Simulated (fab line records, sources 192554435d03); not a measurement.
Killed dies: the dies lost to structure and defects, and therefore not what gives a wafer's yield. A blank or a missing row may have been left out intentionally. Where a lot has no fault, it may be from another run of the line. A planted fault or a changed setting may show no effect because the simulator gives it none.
Which of the tools did it? | flow n5 finfet | 10 lots, 30 wafers sampled, at 1 step of a route of 1938

== WHAT THE GAUGES SHOWED, per wafer ==
N5_BEOL_M10_CD_MEAS_11 targets a cd of 64.1 nm.
lot  | measured     | on        | cd nm (nm)
L221 | day 12 02:00 | cd sem-03 | 63.2 63.3 64.1
L223 | day 12 17:32 | cd sem-03 | 64.0 63.1 62.6
L228 | day 13 09:14 | cd sem-03 | 64.3 65.7 65.8
L230 | day 13 18:17 | cd sem-02 | 64.6 64.5 65.2
L229 | day 13 22:20 | cd sem-01 | 64.9 63.1 64.7
L234 | day 15 03:02 | cd sem-01 | 64.5 65.0 64.6
L236 | day 15 14:02 | cd sem-01 | 64.0 63.2 64.5
L237 | day 16 02:44 | cd sem-01 | 64.3 63.2 62.4
L238 | day 16 06:14 | cd sem-02 | 64.4 64.4 63.6
L239 | day 16 09:45 | cd sem-02 | 63.9 64.4 63.7

== TOOL THAT RAN EACH LOT (tool first, then ch and the chambers of the sampled wafers, then the start) ==
There is no process step in the record ahead of these readings.

== THE ANSWER, worked out from the rows above alone ==
Rule: the usual values come from the lots themselves. Put in order of their means at a reading, lots are off if they are a third of the lots or fewer, leave a main group of 4 or more, and stand apart from it by a gap of 3 or more times the standard deviation of the main group's means; of several such gaps the widest counts. A main group is skipped when, at the precision printed for the reading in the tables above, its means are all equal. Also off: a lot with no number at a reading for which 4 or more lots have one. Where the step has rows for the other lots, those lots are counted as sound.
No lot is off at any reading shown: from this, nothing can be told.

== WHAT THE SIMULATOR PUT IN ==
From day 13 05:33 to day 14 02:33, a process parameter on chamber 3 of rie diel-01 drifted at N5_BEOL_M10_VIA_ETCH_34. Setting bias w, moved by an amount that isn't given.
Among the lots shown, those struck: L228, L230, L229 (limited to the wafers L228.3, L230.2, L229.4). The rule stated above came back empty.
